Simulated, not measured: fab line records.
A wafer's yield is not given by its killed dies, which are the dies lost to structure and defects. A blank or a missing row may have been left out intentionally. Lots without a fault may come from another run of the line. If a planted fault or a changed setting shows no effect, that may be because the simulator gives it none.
What tool caused it?    flow nand-harc    Sampling: 14 lots, 42 wafers, 4 of 1302 route steps

## WHAT THE GAUGES SHOWED, per wafer
NHARC_A_M0_CD_MEAS_16. Usual: cd-nm at 80.0 nm, with a standard deviation of 0.76.
lot   measured      on         cd-nm (nm)      flag
L625  day 22 21:17  cd-sem-02  80.3 79.2 79.9  
L626  day 23 08:58  cd-sem-01  80.6 80.4 80.8  
L628  day 23 14:38  cd-sem-03  80.1 79.9 80.3  
L637  day 27 19:48  cd-sem-01  - - -           OFF
L638  day 28 15:58  cd-sem-01  - - -           OFF
L642  day 28 19:22  cd-sem-02  81.4 81.4 80.7  
L641  day 29 05:11  cd-sem-02  80.3 80.4 80.0  
L640  day 29 14:19  cd-sem-03  80.3 79.9 80.7  
L643  day 29 20:47  cd-sem-01  79.3 79.4 78.2  
L644  day 31 02:46  cd-sem-03  80.6 79.7 78.8  
L645  day 31 11:28  cd-sem-01  80.4 80.0 79.9  
L647  day 31 16:37  cd-sem-02  79.0 78.9 79.9  
L646  day 31 17:58  cd-sem-03  80.8 81.0 81.4  
L648  day 31 21:20  cd-sem-01  79.5 78.8 78.5  

## WHAT TOOL EACH LOT RAN ON (gives the tool, then ch and the chambers of the sampled wafers, and finally the start)
lot   NHARC_A_BLC_CVD_24                        NHARC_A_BLC_CMP_25             NHARC_A_M0_EXPOSE_06
L625  cvd-w-02 ch 0,1, day 22 19:42 or earlier  cmp-04 ch 0,1,3, day 22 19:42  arfi-scanner-01 ch 0, day 22 20:40
L626  cvd-w-02 ch 0,1, day 23 07:19 or earlier  cmp-02 ch 0,1,2, day 23 07:19  arfi-scanner-01 ch 0, day 23 08:21
L628  cvd-w-01 ch 0,1, day 23 13:00 or earlier  cmp-03 ch 0,1,2, day 23 13:00  arfi-scanner-01 ch 0, day 23 14:01
L637  cvd-w-01 ch 0,1, day 27 15:17 or earlier  cmp-04 ch 0,1,2, day 27 15:17  arfi-scanner-02, day 27 16:26
L638  cvd-w-02 ch 0,1, day 28 09:30 or earlier  cmp-02 ch 0,1, day 28 09:30    arfi-scanner-01, day 28 10:40
L642  cvd-w-02 ch 0, day 28 17:33 or earlier    cmp-04 ch 0,1,2, day 28 17:33  arfi-scanner-03 ch 0, day 28 18:44
L641  cvd-w-02 ch 0,1, day 29 03:26 or earlier  cmp-02 ch 0,3, day 29 03:26    arfi-scanner-01 ch 0, day 29 04:34
L640  cvd-w-01 ch 0,1, day 29 12:40 or earlier  cmp-02 ch 1,2,3, day 29 12:40  arfi-scanner-01 ch 0, day 29 13:41
L643  cvd-w-02 ch 0,1, day 29 19:04 or earlier  cmp-03 ch 0,1,2, day 29 19:04  arfi-scanner-03 ch 0, day 29 20:10
L644  cvd-w-02 ch 0,1, day 31 00:54 or earlier  cmp-04 ch 0,2,3, day 31 00:54  arfi-scanner-02 ch 0, day 31 02:08
L645  cvd-w-02 ch 0,1, day 31 09:40 or earlier  cmp-03 ch 0,1,2, day 31 09:40  arfi-scanner-03 ch 0, day 31 10:50
L647  cvd-w-02 ch 0, day 31 14:41 or earlier    cmp-03 ch 0,2,3, day 31 14:41  arfi-scanner-01 ch 0, day 31 15:59
L646  cvd-w-02 ch 0,1, day 31 16:13 or earlier  cmp-03 ch 0,3, day 31 16:13    arfi-scanner-03 ch 0, day 31 17:21
L648  cvd-w-02 ch 0,1, day 31 19:42 or earlier  cmp-02 ch 0,2, day 31 19:42    arfi-scanner-03 ch 0, day 31 20:43
- NHARC_A_BLC_CVD_24: deposits W, target thk 150 nm, time 434 s.
- NHARC_A_BLC_CMP_25: polishes, t overpolish 30 s, target thk 150 nm.
- NHARC_A_M0_EXPOSE_06: exposes mask A M0, target cd 80 nm.

## WHAT THE TOOLS THEMSELVES READ (means of the sampled wafers that have a number; where no wafer has one, the mark that the record gives instead)
NHARC_A_BLC_CVD_24. Usual: chamber-pressure-Torr 40.00 Torr, standard deviation 0.088; heater-power-w 434 W, standard deviation 30; throttle-valve-pct 8.0 %, standard deviation 0.31.
lot   tool      chamber-pressure-Torr (Torr)  heater-power-w (W)  throttle-valve-pct (%)  flag
L625  cvd-w-02  40.06                         435                 7.7                     
L626  cvd-w-02  40.03                         426                 8.1                     
L628  cvd-w-01  40.05                         451                 8.0                     
L637  cvd-w-01  40.03                         466                 8.0                     
L638  cvd-w-02  40.01                         414                 7.8                     
L642  cvd-w-02  39.95                         395                 8.0                     
L641  cvd-w-02  39.96                         427                 7.9                     
L640  cvd-w-01  40.03                         459                 7.9                     
L643  cvd-w-02  39.86                         417                 7.8                     
L644  cvd-w-02  40.02                         431                 7.9                     
L645  cvd-w-02  40.04                         422                 8.0                     
L647  cvd-w-02  40.03                         397                 8.0                     
L646  cvd-w-02  39.98                         429                 7.8                     
L648  cvd-w-02  39.97                         428                 7.9                     

NHARC_A_BLC_CMP_25. Usual: motor-current-A 12.2 A, standard deviation 1.4; overpolish-run-s 30.001 s, standard deviation 0.0081; retaining-ring-pressure-frac 1.000, standard deviation 0.0051; time-to-endpoint-s 29.4 s, standard deviation 2.3.
lot   tool    motor-current-A (A)  overpolish-run-s (s)  retaining-ring-pressure-frac  time-to-endpoint-s (s)  flag
L625  cmp-04  12.1                 30.013                0.999                         29.4                    
L626  cmp-02  11.1                 30.001                0.998                         31.9                    
L628  cmp-03  12.8                 30.010                1.005                         30.9                    
L637  cmp-04  11.9                 30.008                0.998                         27.8                    
L638  cmp-02  10.0                 29.994                1.002                         28.8                    
L642  cmp-04  12.2                 29.994                1.002                         26.6                    
L641  cmp-02  11.1                 30.005                1.004                         29.5                    
L640  cmp-02  12.3                 29.999                1.001                         28.1                    
L643  cmp-03  12.1                 30.002                0.999                         30.8                    
L644  cmp-04  12.6                 30.005                0.996                         31.2                    
L645  cmp-03  12.4                 30.003                0.999                         29.3                    
L647  cmp-03  12.8                 30.010                1.001                         28.9                    
L646  cmp-03  13.3                 29.997                0.999                         26.9                    
L648  cmp-02  11.3                 29.989                1.000                         29.0                    

NHARC_A_M0_EXPOSE_06. Usual: exposure-dose-mJ-cm2 83.22, standard deviation 0.079; focus-offset-nm 0.0 nm, standard deviation 0.47.
lot   tool             exposure-dose-mJ-cm2  focus-offset-nm (nm)  flag
L625  arfi-scanner-01  83.20                 0.2                   
L626  arfi-scanner-01  83.23                 0.3                   
L628  arfi-scanner-01  83.23                 0.1                   
L637  arfi-scanner-02  -                     -                     OFF
L638  arfi-scanner-01  -                     -                     OFF
L642  arfi-scanner-03  83.16                 -0.2                  
L641  arfi-scanner-01  83.25                 0.3                   
L640  arfi-scanner-01  83.19                 -0.1                  
L643  arfi-scanner-03  83.29                 0.2                   
L644  arfi-scanner-02  83.18                 -0.0                  
L645  arfi-scanner-03  83.21                 -0.6                  
L647  arfi-scanner-01  83.22                 -0.1                  
L646  arfi-scanner-03  83.20                 0.4                   
L648  arfi-scanner-03  83.18                 -0.5                  

## THE ANSWER, worked out from the rows above alone
Rule: lot off if the mean of its wafers having a number is beyond 3 standard deviations from the usual mean. Also off: a lot with no number at a reading for which 4 or more lots have one. All remaining lots with rows at the step are treated as sound. Order of review: gauges by route order, followed by the tools' own readings, for which a lot's mean as printed above is used. The first step at which some lot is off is used, and at that step the reading that is off furthest; a lot without a number counts as furthest.
Off, at NHARC_A_M0_CD_MEAS_16 on cd-nm: L637, L638. Without a number there: L637, L638.
If a tool, at a process step before that reading, ran all the lots that are off and no sound lot after the first of them, it fits. Not tried: the gauges at NHARC_A_M0_CD_MEAS_16; whatever is off there is also off at NHARC_A_M0_EXPOSE_06, on other tools, and gauge error can't account for it. Because NHARC_A_BLC_CVD_24 lacks a start for some lots, the hours and order of its lots are taken from NHARC_A_BLC_CMP_25. No candidate that was tried fits.

## WHAT HAD BEEN PUT IN BY THE SIMULATOR
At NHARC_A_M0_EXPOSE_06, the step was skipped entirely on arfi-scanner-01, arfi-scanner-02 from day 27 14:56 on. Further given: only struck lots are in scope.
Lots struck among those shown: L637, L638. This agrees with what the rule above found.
